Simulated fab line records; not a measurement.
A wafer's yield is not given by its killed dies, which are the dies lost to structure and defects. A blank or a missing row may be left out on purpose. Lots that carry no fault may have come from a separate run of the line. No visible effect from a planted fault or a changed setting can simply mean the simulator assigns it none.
Chamber matching | flow nand-harc | NHARC_P_BONDPAD_STRIP_15 on rie-diel-08 has 4 sister chambers
The step strips in O2. 24 wafers are shown with their chamber, then 12 later ones without.

WAFERS WITH THEIR CHAMBER
wafer  | chamber | showerhead-plenum-p-Torr (Torr) | drypump-motor-current-A (A) | rf-vpp-V (V)
L074.3 | 1       | 3.69                            | 5.43                        | 57.9
L074.5 | 0       | 3.61                            | 5.41                        | 58.8
L074.6 | 3       | 3.50                            | 6.20                        | 57.2
L078.1 | 1       | 3.69                            | 5.44                        | 57.8
L078.4 | 2       | 3.34                            | 6.01                        | 58.1
L078.6 | 3       | 3.49                            | 6.17                        | 56.3
L079.1 | 3       | 3.49                            | 6.19                        | 57.9
L079.3 | 0       | 3.60                            | 5.41                        | 58.2
L079.5 | 2       | 3.34                            | 6.02                        | 58.0
L084.1 | 3       | 3.49                            | 6.19                        | 56.9
L084.2 | 0       | 3.60                            | 5.40                        | 58.6
L084.4 | 2       | 3.34                            | 6.00                        | 57.3
L085.2 | 2       | 3.34                            | 6.00                        | 57.0
L085.3 | 0       | 3.60                            | 5.44                        | 56.8
L085.4 | 3       | 3.49                            | 6.20                        | 57.5
L089.1 | 3       | 3.49                            | 6.19                        | 57.0
L089.2 | 0       | 3.60                            | 5.41                        | 57.2
L089.5 | 1       | 3.68                            | 5.43                        | 57.6
L088.1 | 3       | 3.49                            | 6.17                        | 58.0
L088.2 | 1       | 3.68                            | 5.45                        | 57.3
L088.3 | 0       | 3.60                            | 5.44                        | 58.7
L090.2 | 2       | 3.34                            | 6.00                        | 57.7
L090.5 | 0       | 3.60                            | 5.43                        | 57.8
L090.6 | 3       | 3.49                            | 6.20                        | 58.5

SIGNATURES (means of the wafers above)
reading                  | chamber 0 | chamber 1 | chamber 2 | chamber 3 | scatter within a chamber
showerhead-plenum-p-Torr | 3.6014    | 3.6850    | 3.3400    | 3.4912    | 0.0037
drypump-motor-current-A  | 5.4200    | 5.4375    | 6.0060    | 6.1888    | 0.0128
rf-vpp-V                 | 58.014    | 57.650    | 57.620    | 57.413    | 0.641
Rule: distance of a wafer from a chamber = root of the sum over the readings of ((wafer's reading minus chamber's mean) / reading's scatter) squared. The wafer belongs to the nearest chamber; if the next one is less than 2 further off, it can't be placed. The scatter: the root of (the sum of the squares of (reading less its chamber's mean) over the shown wafers, divided by (wafers less chambers)).

WAFERS WHOSE CHAMBER IS MISSING
wafer  | showerhead-plenum-p-Torr (Torr) | drypump-motor-current-A (A) | rf-vpp-V (V)
L091.1 | 3.49                            | 6.17                        | 57.6
L091.3 | 3.34                            | 6.01                        | 58.6
L091.5 | 3.49                            | 6.19                        | 57.9
L092.1 | 3.68                            | 5.45                        | 58.0
L092.4 | 3.60                            | 5.43                        | 56.7
L092.6 | 3.60                            | 5.45                        | 59.0
L097.3 | 3.33                            | 6.02                        | 58.1
L097.4 | 3.60                            | 5.43                        | 58.4
L097.6 | 3.33                            | 6.02                        | 56.5
L096.2 | 3.49                            | 6.19                        | 58.9
L096.3 | 3.33                            | 6.03                        | 56.8
L096.6 | 3.33                            | 6.01                        | 56.8

EACH ONE'S CHAMBER
wafer  | from the rows above | in truth
L091.1 | 3                   | 3
L091.3 | 2                   | 2
L091.5 | 3                   | 3
L092.1 | 1                   | 1
L092.4 | 0                   | 0
L092.6 | 0                   | 0
L097.3 | 2                   | 2
L097.4 | 0                   | 0
L097.6 | 2                   | 2
L096.2 | 3                   | 3
L096.3 | 2                   | 2
L096.6 | 2                   | 2
12 of 12 placed correctly. Can't be placed from these rows: 0. Wrongly placed: 0.
